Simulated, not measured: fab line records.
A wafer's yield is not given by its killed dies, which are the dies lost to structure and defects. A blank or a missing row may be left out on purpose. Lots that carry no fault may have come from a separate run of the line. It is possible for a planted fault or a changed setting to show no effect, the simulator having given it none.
fab line records	flow n5Finfet
record: lots: 24	wafers: 72	lastDay: 20
route steps=1938 shown BEOL_M1@799
lots that met no fault: taken from a fault-free run of the same line
startH: the number of hours between the record's first day and the start of the first shown wafer of the lot	waitH: hours elapsed since this lot's preceding step	" the same as in the row above	L1.1+2: one row covering several wafers at once	- value missing, or start not given	* or withheld: withheld	< > ~ a bound
route shown NAME@n: names a module that has steps shown in the file, with the first one's number in the route	usual: average and standard deviation across the fault-free wafers	same: alike in all rows	chamber/n: place in a boat	sites: per-site readings	_std_site: their standard deviation	_edge_site: inner sites' mean taken away from outer sites' mean	radiusMm: for every site, how far away it sits from the centre of the wafer	mask NAME#n: copy n	behind: the last tool/chamber to shape the wafer	hold: cause of the lot's hold/its duration in hours/its outcome	device: the transistor (n, p or np) that didn't switch	end of line: the route-end tests of the same wafers	step lacking rows: just its recipe	killed: count of dies lost to structure and defects at first sort (not the wafer's yield)	map: per-die view of a wafer (x killed, . not killed, _ where there is no die)
set.NAME: the setting as run; set.NAME@STEP: as run at that earlier step	model.NAME: the simulator's own value behind a step, which no gauge read
the route's steps for a sample of lots (tables are steps, rows are wafers)
services: the hour from which a tool's chamber was out of use, counted from the record's first day as startH (under 0 if before that day), plus the number of hours and why
== steps ==
step: N5_BEOL_M1_STRIP_36
recipe: chemistry: N2/H2	powerW: 450	tempC: 40	pressureMtorr: 20	rfFrequencyHz: 6e+07	overashFraction: 0.3	biasPowerW: 7	h2Frac: 0.5	n2FlowSccm: 200	h2FlowSccm: 200
usual: drypumpMotorCurrentA: 5.9/0.54	oesProductAu: 0.80/0.081	rfVppV: 59.2/1.5	showerheadPlenumPTorr: 2.54/0.086	throttleValvePct: 23.78/0.18
lot.wafer	tool	chamber	startH	waitH	drypumpMotorCurrentA	oesProductAu	rfHoursCounterH	rfVppV	showerheadPlenumPTorr	throttleValvePct
L074.3	rieDiel-03	1	134.39	0.0	6.1	0.75	140	58.6	2.44	23.47
L074.4	"	3	"	"	5.4	0.93	20	59.2	2.60	23.72
L074.5	"	1	"	"	6.1	0.75	-	60.0	2.44	23.47
L076.1	rieDiel-03	0	161.81	0.0	5.6	0.74	181	59.8	2.52	23.78
L076.4	"	1	"	"	6.1	0.74	147	58.5	2.44	23.51
L076.6	"	3	"	"	5.4	0.91	-	60.7	2.59	23.74
L075.2	rieDiel-06	0	165.30	0.0	6.4	0.71	214	60.6	2.62	24.05
L075.4	"	2	"	"	6.5	0.78	137	58.5	2.44	23.82
L075.6	"	2	"	"	6.4	0.78	-	58.7	2.44	23.79
L077.1	rieDiel-03	2	166.28	0.0	5.0	0.76	136	61.0	2.65	23.60
L077.2	"	1	"	"	6.1	0.73	149	60.9	2.44	23.50
L077.5	"	1	"	"	6.1	0.75	-	57.8	2.44	23.50
L078.1	rieDiel-03	2	170.56	0.0	5.0	0.77	137	58.4	2.65	23.63
L078.3	"	1	"	"	6.1	0.74	150	58.8	2.44	23.50
L078.4	"	0	"	"	5.6	0.73	184	58.4	2.52	23.77
L079.1	rieDiel-01	3	174.01	0.0	6.0	0.99	0	61.4	2.49	23.60
L079.2	"	0	"	"	6.6	0.80	86	59.1	2.46	23.95
L079.6	"	3	"	"	6.0	0.99	-	57.6	2.49	23.58
L080.1	rieDiel-01	3	182.58	0.0	6.0	0.98	4	60.3	2.49	23.60
L080.2	"	2	"	"	6.4	0.92	16	58.5	2.71	24.06
L080.5	"	3	"	"	6.0	0.99	-	59.8	2.49	23.63
L081.1	rieDiel-01	3	184.19	0.0	6.0	0.97	4	61.3	2.49	23.60
L081.3	"	1	"	"	6.3	0.76	138	59.1	2.54	23.67
L081.4	"	0	"	"	6.6	0.81	89	58.1	2.46	23.93
L082.3	rieDiel-01	0	190.29	0.0	6.6	0.81	92	57.0	2.46	23.96
L082.5	"	3	"	"	6.0	0.98	-	58.8	2.48	23.64
L082.6	"	0	"	"	6.6	0.81	-	57.0	2.46	23.93
L083.1	rieDiel-03	0	198.11	0.0	5.5	0.72	196	58.9	2.51	23.81
L083.5	"	3	"	"	5.4	0.90	-	58.5	2.59	23.78
L083.6	"	0	"	"	5.5	0.72	-	59.6	2.51	23.78
L084.3	rieDiel-03	1	200.74	0.0	6.1	0.74	156	61.0	2.43	23.51
L084.5	"	1	"	"	6.1	0.74	-	61.0	2.43	23.50
L084.6	"	2	"	"	5.0	0.75	-	61.5	2.64	23.63
L085.3	rieDiel-06	2	203.55	0.0	6.4	0.77	149	59.0	2.44	23.78
L085.4	"	1	"	"	5.2	0.68	-	58.8	2.60	23.72
L085.6	"	2	"	"	6.4	0.77	-	58.4	2.44	23.80
L086.2	rieDiel-01	0	214.19	0.0	6.6	0.80	100	57.2	2.45	23.95
L086.3	"	1	"	"	6.3	0.75	150	59.7	2.54	23.68
L086.6	"	3	"	"	6.0	0.93	-	59.2	2.48	23.65
L087.3	rieDiel-03	3	216.20	0.0	5.4	0.87	47	59.7	2.58	23.76
L087.4	"	1	"	"	6.2	0.74	160	57.4	2.43	23.52
L087.6	"	3	"	"	5.4	0.88	-	60.1	2.58	23.74
L088.3	rieDiel-01	1	224.51	0.0	6.3	0.74	154	59.0	2.53	23.70
L088.5	"	3	"	"	6.0	0.92	-	59.5	2.48	23.63
L088.6	"	0	"	"	6.6	0.79	-	55.2	2.45	23.99
L089.2	rieDiel-06	2	224.61	0.0	6.4	0.76	158	58.8	2.43	23.85
L089.4	"	0	"	"	6.4	0.69	-	58.4	2.61	24.07
L089.5	"	3	"	"	5.2	0.82	-	58.6	2.57	24.07
L090.2	rieDiel-01	2	233.74	0.0	6.4	0.88	35	58.5	2.70	24.04
L090.4	"	1	"	"	6.3	0.74	158	59.8	2.53	23.66
L090.5	"	1	"	"	6.3	0.74	-	59.8	2.53	23.68
L091.1	rieDiel-03	0	242.74	0.0	5.5	0.71	211	59.0	2.51	23.85
L091.3	"	1	"	"	6.1	0.73	168	60.5	2.43	23.52
L091.4	"	2	"	"	5.0	0.75	165	61.7	2.64	23.67
L092.2	rieDiel-06	0	243.19	0.0	6.4	0.68	239	58.8	2.61	24.07
L092.3	"	2	"	"	6.4	0.76	166	58.0	2.43	23.83
L092.4	"	0	"	"	6.4	0.69	-	58.5	2.61	24.10
L093.3	rieDiel-01	1	251.30	0.0	6.3	0.75	164	61.0	2.53	23.68
L093.5	"	0	"	"	6.6	0.77	-	61.7	2.45	23.96
L093.6	"	1	"	"	6.3	0.74	-	60.1	2.53	23.69
L095.1	rieDiel-01	0	264.76	0.0	6.6	0.78	118	59.1	2.45	24.00
L095.4	"	1	"	"	6.3	0.74	168	57.2	2.53	23.69
L095.6	"	2	"	"	6.4	0.87	-	61.6	2.70	24.05
L097.1	rieDiel-01	0	270.38	0.0	6.6	0.77	120	58.6	2.44	23.99
L097.2	"	3	"	"	6.0	0.89	33	56.8	2.47	23.64
L097.6	"	1	"	"	6.3	0.73	-	60.8	2.53	23.70
L096.1	rieDiel-01	3	274.92	0.0	6.0	0.88	34	61.4	2.47	23.65
L096.3	"	1	"	"	6.3	0.74	172	59.2	2.53	23.71
L096.6	"	2	"	"	6.4	0.86	-	60.6	2.70	24.05
L094.1	rieDiel-03	2	282.25	0.0	5.0	0.75	176	61.4	2.63	23.69
L094.2	"	0	"	"	5.6	0.70	225	60.9	2.50	23.82
L094.6	"	3	"	"	5.4	0.85	-	61.1	2.57	23.79
step: N5_BEOL_M1_OCD_MEAS_38
usual: trenchDepthNm: 55.1/0.79
lot.wafer	tool	chamber	startH	waitH	trenchDepthNm
L074.3	ocd-02	-	134.60	-	55.2
L074.4	"	-	"	"	55.4
L074.5	"	-	"	"	56.1
L076.1	ocd-01	-	162.01	-	55.2
L076.4	"	-	"	"	55.5
L076.6	"	-	"	"	56.2
L075.2	ocd-01	-	165.50	-	55.2
L075.4	"	-	"	"	55.7
L075.6	"	-	"	"	54.5
L077.1	ocd-01	-	166.47	-	55.1
L077.2	"	-	"	"	56.1
L077.5	"	-	"	"	56.6
L078.1	ocd-02	-	170.75	-	55.0
L078.3	"	-	"	"	54.8
L078.4	"	-	"	"	54.8
L079.1	ocd-02	-	174.21	-	55.1
L079.2	"	-	"	"	55.3
L079.6	"	-	"	"	56.3
L080.1	ocd-01	-	182.78	-	55.9
L080.2	"	-	"	"	56.5
L080.5	"	-	"	"	56.1
L081.1	ocd-02	-	184.39	-	56.1
L081.3	"	-	"	"	55.1
L081.4	"	-	"	"	54.8
L082.3	ocd-01	-	190.49	-	55.0
L082.5	"	-	"	"	56.3
L082.6	"	-	"	"	55.5
L083.1	ocd-01	-	198.30	-	53.1
L083.5	"	-	"	"	54.8
L083.6	"	-	"	"	54.4
L084.3	ocd-02	-	200.94	-	55.2
L084.5	"	-	"	"	55.6
L084.6	"	-	"	"	54.2
L085.3	ocd-02	-	203.75	-	55.1
L085.4	"	-	"	"	53.6
L085.6	"	-	"	"	54.8
L086.2	ocd-02	-	214.39	-	54.6
L086.3	"	-	"	"	54.3
L086.6	"	-	"	"	55.5
L087.3	ocd-02	-	216.40	-	55.9
L087.4	"	-	"	"	56.0
L087.6	"	-	"	"	55.0
L088.3	ocd-01	-	224.71	-	54.9
L088.5	"	-	"	"	56.0
L088.6	"	-	"	"	54.7
L089.2	ocd-02	-	224.81	-	55.3
L089.4	"	-	"	"	54.2
L089.5	"	-	"	"	54.2
L090.2	ocd-02	-	233.94	-	56.6
L090.4	"	-	"	"	54.0
L090.5	"	-	"	"	53.6
L091.1	ocd-01	-	242.93	-	54.3
L091.3	"	-	"	"	55.3
L091.4	"	-	"	"	53.7
L092.2	ocd-01	-	243.39	-	54.5
L092.3	"	-	"	"	54.9
L092.4	"	-	"	"	54.6
L093.3	ocd-01	-	251.50	-	54.0
L093.5	"	-	"	"	54.5
L093.6	"	-	"	"	54.3
L095.1	ocd-01	-	264.96	-	55.4
L095.4	"	-	"	"	55.1
L095.6	"	-	"	"	56.9
L097.1	ocd-01	-	270.57	-	54.7
L097.2	"	-	"	"	55.6
L097.6	"	-	"	"	55.0
L096.1	ocd-02	-	275.12	-	55.7
L096.3	"	-	"	"	54.4
L096.6	"	-	"	"	55.8
L094.1	ocd-01	-	282.45	-	53.9
L094.2	"	-	"	"	53.8
L094.6	"	-	"	"	54.8
step: N5_BEOL_M1_CD_MEAS_35
recipe: targetCdNm: 18	targetCdYNm: 21	polarity: opening
usual: cdNm: 18.02/0.28
lot.wafer	tool	chamber	startH	waitH	cdNm
L074.3	cdSem-01	-	134.75	0.0	18.30
L074.4	"	-	"	"	17.93
L074.5	"	-	"	"	18.09
L076.1	cdSem-01	-	162.16	0.0	17.69
L076.4	"	-	"	"	17.47
L076.6	"	-	"	"	17.95
L075.2	cdSem-02	-	165.65	0.0	18.22
L075.4	"	-	"	"	18.07
L075.6	"	-	"	"	18.23
L077.1	cdSem-02	-	166.63	0.0	18.05
L077.2	"	-	"	"	18.08
L077.5	"	-	"	"	17.79
L078.1	cdSem-01	-	170.91	0.0	17.64
L078.3	"	-	"	"	18.29
L078.4	"	-	"	"	18.16
L080.1	cdSem-01	-	182.93	0.0	17.51
L080.2	"	-	"	"	17.39
L080.5	"	-	"	"	17.89
L081.1	cdSem-01	-	184.54	0.0	17.87
L081.3	"	-	"	"	18.02
L081.4	"	-	"	"	18.29
L082.3	cdSem-02	-	190.65	0.0	17.70
L082.5	"	-	"	"	18.13
L082.6	"	-	"	"	17.91
L083.1	cdSem-01	-	198.46	0.0	17.95
L083.5	"	-	"	"	18.16
L083.6	"	-	"	"	17.96
L084.3	cdSem-03	-	201.10	0.0	17.85
L084.5	"	-	"	"	18.11
L084.6	"	-	"	"	17.73
L085.3	cdSem-02	-	203.90	0.0	17.89
L085.4	"	-	"	"	17.75
L085.6	"	-	"	"	18.15
L086.2	cdSem-03	-	214.54	0.0	18.27
L086.3	"	-	"	"	18.21
L086.6	"	-	"	"	17.90
L087.3	cdSem-01	-	216.55	0.0	18.39
L087.4	"	-	"	"	18.30
L087.6	"	-	"	"	18.45
L088.3	cdSem-03	-	224.88	0.0	18.51
L088.5	"	-	"	"	18.07
L088.6	"	-	"	"	18.38
L089.2	cdSem-02	-	224.97	0.0	17.79
L089.4	"	-	"	"	18.06
L089.5	"	-	"	"	18.15
L090.2	cdSem-03	-	234.10	0.0	17.52
L090.4	"	-	"	"	18.24
L090.5	"	-	"	"	17.64
L091.1	cdSem-01	-	243.09	0.0	18.52
L091.3	"	-	"	"	18.54
L091.4	"	-	"	"	18.04
L092.2	cdSem-01	-	243.55	0.0	18.11
L092.3	"	-	"	"	17.94
L092.4	"	-	"	"	17.90
L093.3	cdSem-03	-	251.75	0.0	17.87
L093.5	"	-	"	"	18.33
L093.6	"	-	"	"	18.02
L095.1	cdSem-01	-	265.12	0.0	18.08
L095.4	"	-	"	"	18.03
L095.6	"	-	"	"	17.70
L079.1	cdSem-01	-	269.95	0.0	17.85
L079.2	"	-	"	"	18.02
L079.6	"	-	"	"	17.55
L097.1	cdSem-02	-	270.73	0.0	17.87
L097.2	"	-	"	"	17.88
L097.6	"	-	"	"	18.14
L096.1	cdSem-01	-	275.28	0.0	18.33
L096.3	"	-	"	"	18.30
L096.6	"	-	"	"	18.48
L094.1	cdSem-02	-	282.61	0.0	17.73
L094.2	"	-	"	"	17.95
L094.6	"	-	"	"	17.95
step: N5_BEOL_M1_ANNEAL_87
recipe: tempC: 400	timeS: 240	ambient: vacuum
usual: heaterPowerW: 830/63
lot.wafer	tool	chamber	startH	waitH	heaterPowerW
L074.3	pvdSputter-03	-	136.38	0.0	875
L074.4	"	-	"	"	748
L074.5	"	-	"	"	740
L076.1	pvdSputter-02	-	164.28	0.0	841
L076.4	"	-	"	"	832
L076.6	"	-	"	"	761
L075.2	pvdSputter-02	-	167.18	0.0	778
L075.4	"	-	"	"	835
L075.6	"	-	"	"	856
L077.1	pvdSputter-02	-	169.26	0.0	864
L077.2	"	-	"	"	820
L077.5	"	-	"	"	849
L078.1	pvdSputter-02	-	172.70	0.0	763
L078.3	"	-	"	"	846
L078.4	"	-	"	"	843
L080.1	pvdSputter-02	-	184.36	0.0	837
L080.2	"	-	"	"	772
L080.5	"	-	"	"	835
L081.1	pvdSputter-03	-	186.02	0.0	882
L081.3	"	-	"	"	744
L081.4	"	-	"	"	911
L082.3	pvdSputter-02	-	191.98	0.0	836
L082.5	"	-	"	"	868
L082.6	"	-	"	"	771
L083.1	pvdSputter-03	-	200.00	0.0	752
L083.5	"	-	"	"	913
L083.6	"	-	"	"	747
L084.3	pvdSputter-03	-	202.82	0.0	874
L084.5	"	-	"	"	866
L084.6	"	-	"	"	732
L085.3	pvdSputter-01	-	205.39	0.0	824
L085.4	"	-	"	"	925
L085.6	"	-	"	"	918
L086.2	pvdSputter-02	-	217.02	0.0	847
L086.3	"	-	"	"	818
L086.6	"	-	"	"	850
L087.3	pvdSputter-03	-	218.23	0.0	920
L087.4	"	-	"	"	760
L087.6	"	-	"	"	927
L088.3	pvdSputter-03	-	226.40	0.0	745
L088.5	"	-	"	"	757
L088.6	"	-	"	"	917
L089.2	pvdSputter-02	-	226.41	0.0	771
L089.4	"	-	"	"	862
L089.5	"	-	"	"	840
L090.2	pvdSputter-02	-	236.14	0.0	873
L090.4	"	-	"	"	830
L090.5	"	-	"	"	805
L091.1	pvdSputter-03	-	244.75	0.0	882
L091.3	"	-	"	"	719
L091.4	"	-	"	"	741
L092.2	pvdSputter-02	-	244.99	0.0	802
L092.3	"	-	"	"	850
L092.4	"	-	"	"	766
L093.3	pvdSputter-03	-	253.80	0.0	911
L093.5	"	-	"	"	748
L093.6	"	-	"	"	909
L095.1	pvdSputter-01	-	266.71	0.0	730
L095.4	"	-	"	"	895
L095.6	"	-	"	"	931
L079.1	pvdSputter-01	-	271.81	0.0	926
L079.2	"	-	"	"	818
L079.6	"	-	"	"	828
L097.1	pvdSputter-02	-	272.53	0.0	833
L097.2	"	-	"	"	866
L097.6	"	-	"	"	835
L096.1	pvdSputter-01	-	277.23	0.0	910
L096.3	"	-	"	"	953
L096.6	"	-	"	"	902
L094.1	pvdSputter-03	-	284.65	0.0	865
L094.2	"	-	"	"	900
L094.6	"	-	"	"	768
step: N5_BEOL_M1_SPUTTER_94
recipe: material: Cu	targetThkA: 45	tempC: -20	chamberPressurePa: 0.07	powerW: withheld	timeS: 8.29
usual: substrateTempC: -20.00/0.11	throttleValvePct: 29.8/1.1
lot.wafer	tool	chamber	startH	waitH	substrateTempC	throttleValvePct
L074.3	pvdSputter-03	-	137.18	0.1	-19.89	30.5
L074.4	"	-	"	"	-19.91	30.0
L074.5	"	-	"	"	-19.91	31.1
L076.1	pvdSputter-02	-	165.08	0.1	-19.94	27.3
L076.4	"	-	"	"	-20.08	27.0
L076.6	"	-	"	"	-19.96	29.6
L075.2	pvdSputter-02	-	167.98	0.1	-19.93	29.9
L075.4	"	-	"	"	-19.93	27.3
L075.6	"	-	"	"	-20.07	30.0
L077.1	pvdSputter-02	-	170.06	0.1	-20.23	30.4
L077.2	"	-	"	"	-19.76	27.3
L077.5	"	-	"	"	-20.03	27.3
L078.1	pvdSputter-02	-	173.50	0.1	-20.14	30.0
L078.3	"	-	"	"	-19.98	30.3
L078.4	"	-	"	"	-19.86	27.3
L080.1	pvdSputter-02	-	185.16	0.1	-20.12	27.4
L080.2	"	-	"	"	-20.02	30.1
L080.5	"	-	"	"	-19.93	30.1
L081.1	pvdSputter-03	-	186.82	0.1	-20.08	30.6
L081.3	"	-	"	"	-20.04	29.9
L081.4	"	-	"	"	-19.98	28.9
L082.3	pvdSputter-02	-	192.78	0.1	-20.06	30.9
L082.5	"	-	"	"	-19.96	30.3
L082.6	"	-	"	"	-20.02	29.9
L083.1	pvdSputter-03	-	200.80	0.1	-19.87	31.0
L083.5	"	-	"	"	-20.01	28.9
L083.6	"	-	"	"	-19.65	31.3
L084.3	pvdSputter-03	-	203.62	0.1	-20.07	30.8
L084.5	"	-	"	"	-19.83	29.1
L084.6	"	-	"	"	-19.98	29.6
L085.3	pvdSputter-01	-	206.19	0.1	-19.79	29.9
L085.4	"	-	"	"	-19.91	30.6
L085.6	"	-	"	"	-20.23	28.8
L086.2	pvdSputter-02	-	217.82	0.1	-19.86	30.3
L086.3	"	-	"	"	-20.08	30.8
L086.6	"	-	"	"	-20.06	30.9
L087.3	pvdSputter-03	-	219.03	0.1	-19.90	29.2
L087.4	"	-	"	"	-19.84	29.9
L087.6	"	-	"	"	-20.02	29.0
L088.3	pvdSputter-03	-	227.20	0.1	-19.92	30.8
L088.5	"	-	"	"	-19.93	31.3
L088.6	"	-	"	"	-19.89	29.0
L089.2	pvdSputter-02	-	227.21	0.1	-19.87	29.9
L089.4	"	-	"	"	-20.03	30.5
L089.5	"	-	"	"	-19.93	30.3
L090.2	pvdSputter-02	-	236.94	0.1	-20.00	30.4
L090.4	"	-	"	"	-19.95	30.6
L090.5	"	-	"	"	-19.98	30.9
L091.1	pvdSputter-03	-	245.55	0.1	-20.18	30.4
L091.3	"	-	"	"	-19.80	31.1
L091.4	"	-	"	"	-20.06	29.6
L092.2	pvdSputter-02	-	245.79	0.1	-20.20	30.8
L092.3	"	-	"	"	-20.13	30.3
L092.4	"	-	"	"	-20.02	29.8
L093.3	pvdSputter-03	-	254.60	0.1	-19.97	30.8
L093.5	"	-	"	"	-19.76	31.1
L093.6	"	-	"	"	-19.78	28.8
L095.1	pvdSputter-01	-	267.51	0.1	-20.07	30.6
L095.4	"	-	"	"	-20.09	30.2
L095.6	"	-	"	"	-19.97	28.7
L079.1	pvdSputter-01	-	272.61	0.1	-19.97	30.4
L079.2	"	-	"	"	-20.26	29.7
L079.6	"	-	"	"	-20.20	29.6
L097.1	pvdSputter-02	-	273.33	0.1	-19.83	30.9
L097.2	"	-	"	"	-20.21	30.2
L097.6	"	-	"	"	-19.90	30.7
L096.1	pvdSputter-01	-	278.03	0.1	-20.16	30.1
L096.3	"	-	"	"	-19.98	28.9
L096.6	"	-	"	"	-20.06	28.4
L094.1	pvdSputter-03	-	285.45	0.1	-19.88	30.8
L094.2	"	-	"	"	-19.88	29.1
L094.6	"	-	"	"	-20.12	29.6
step: N5_BEOL_M1_SPUTTER_96
recipe: material: Cu	targetThkA: 45	tempC: -20	chamberPressurePa: 0.07	powerW: withheld	timeS: 8.29
usual: substrateTempC: -20.00/0.12	throttleValvePct: 29.8/1.1
lot.wafer	tool	chamber	startH	waitH	substrateTempC	throttleValvePct
L074.3	pvdSputter-03	-	137.40	0.1	-20.03	30.6
L074.4	"	-	"	"	-20.13	29.6
L074.5	"	-	"	"	-20.01	31.3
L076.1	pvdSputter-02	-	165.30	0.1	-19.99	27.5
L076.4	"	-	"	"	-19.93	27.5
L076.6	"	-	"	"	-19.99	29.9
L075.2	pvdSputter-02	-	168.20	0.1	-19.93	30.0
L075.4	"	-	"	"	-19.81	27.4
L075.6	"	-	"	"	-20.00	30.0
L077.1	pvdSputter-02	-	170.28	0.1	-19.85	30.1
L077.2	"	-	"	"	-20.02	27.2
L077.5	"	-	"	"	-20.20	27.2
L078.1	pvdSputter-02	-	173.72	0.1	-20.18	29.9
L078.3	"	-	"	"	-20.00	30.3
L078.4	"	-	"	"	-19.85	27.2
L080.1	pvdSputter-02	-	185.38	0.1	-20.15	27.2
L080.2	"	-	"	"	-20.05	29.9
L080.5	"	-	"	"	-20.07	30.2
L081.1	pvdSputter-03	-	187.04	0.1	-20.21	30.8
L081.3	"	-	"	"	-19.98	30.0
L081.4	"	-	"	"	-20.14	29.0
L082.3	pvdSputter-02	-	193.00	0.1	-20.09	30.8
L082.5	"	-	"	"	-20.08	30.3
L082.6	"	-	"	"	-20.16	29.7
L083.1	pvdSputter-03	-	201.02	0.1	-20.29	31.1
L083.5	"	-	"	"	-19.94	28.7
L083.6	"	-	"	"	-19.92	31.4
L084.3	pvdSputter-03	-	203.84	0.1	-20.09	30.5
L084.5	"	-	"	"	-20.08	28.8
L084.6	"	-	"	"	-19.81	29.8
L085.3	pvdSputter-01	-	206.41	0.1	-19.87	29.7
L085.4	"	-	"	"	-19.99	30.2
L085.6	"	-	"	"	-20.05	28.9
L086.2	pvdSputter-02	-	218.04	0.1	-19.78	30.3
L086.3	"	-	"	"	-20.20	30.9
L086.6	"	-	"	"	-20.09	31.1
L087.3	pvdSputter-03	-	219.25	0.1	-20.12	28.7
L087.4	"	-	"	"	-19.97	29.7
L087.6	"	-	"	"	-20.21	29.2
L088.3	pvdSputter-03	-	227.42	0.1	-20.07	31.2
L088.5	"	-	"	"	-20.01	31.3
L088.6	"	-	"	"	-19.82	29.1
L089.2	pvdSputter-02	-	227.43	0.1	-19.82	30.0
L089.4	"	-	"	"	-20.04	30.6
L089.5	"	-	"	"	-19.94	30.0
L090.2	pvdSputter-02	-	237.16	0.1	-19.98	30.5
L090.4	"	-	"	"	-20.01	31.2
L090.5	"	-	"	"	-19.95	30.5
L091.1	pvdSputter-03	-	245.77	0.1	-19.98	30.5
L091.3	"	-	"	"	-20.05	31.2
L091.4	"	-	"	"	-19.82	29.6
L092.2	pvdSputter-02	-	246.01	0.1	-20.19	30.9
L092.3	"	-	"	"	-19.90	30.2
L092.4	"	-	"	"	-19.90	30.1
L093.3	pvdSputter-03	-	254.82	0.1	-19.89	30.8
L093.5	"	-	"	"	-19.99	31.0
L093.6	"	-	"	"	-20.04	29.0
L095.1	pvdSputter-01	-	267.73	0.1	-20.14	30.7
L095.4	"	-	"	"	-20.04	30.5
L095.6	"	-	"	"	-20.03	28.8
L079.1	pvdSputter-01	-	272.83	0.1	-19.88	30.4
L079.2	"	-	"	"	-20.09	29.7
L079.6	"	-	"	"	-20.21	29.8
L097.1	pvdSputter-02	-	273.55	0.1	-19.98	30.8
L097.2	"	-	"	"	-20.06	30.6
L097.6	"	-	"	"	-20.04	30.9
L096.1	pvdSputter-01	-	278.25	0.1	-19.97	30.3
L096.3	"	-	"	"	-20.11	28.6
L096.6	"	-	"	"	-20.08	28.9
L094.1	pvdSputter-03	-	285.67	0.1	-20.05	30.7
L094.2	"	-	"	"	-20.10	29.1
L094.6	"	-	"	"	-20.04	29.8
== services ==
tool	chamber	startH	hours	kind
pvdSputter-03	-	118.44	0.6	repair
pvdSputter-02	-	143.09	2.5	repair
rieDiel-01	3	154.08	-	clean
rieDiel-01	3	154.08	-	consumableReplace:focusRing
rieDiel-01	3	154.08	18.9	scheduledDown
rieDiel-01	3	154.08	18.9	ventCycle
rieDiel-03	1	174.81	17.2	repair
rieDiel-06	0	198.08	6.2	repair
rieDiel-06	1	221.29	-	clean
rieDiel-06	1	221.29	-	consumableReplace:esc
rieDiel-06	1	221.29	-	consumableReplace:focusRing
rieDiel-06	1	221.29	25.2	scheduledDown
rieDiel-06	1	221.29	25.2	ventCycle
rieDiel-01	2	247.05	9.9	repair
rieDiel-06	3	281.08	5.0	repair
rieDiel-06	1	284.55	4.9	repair
== key ==
fault none
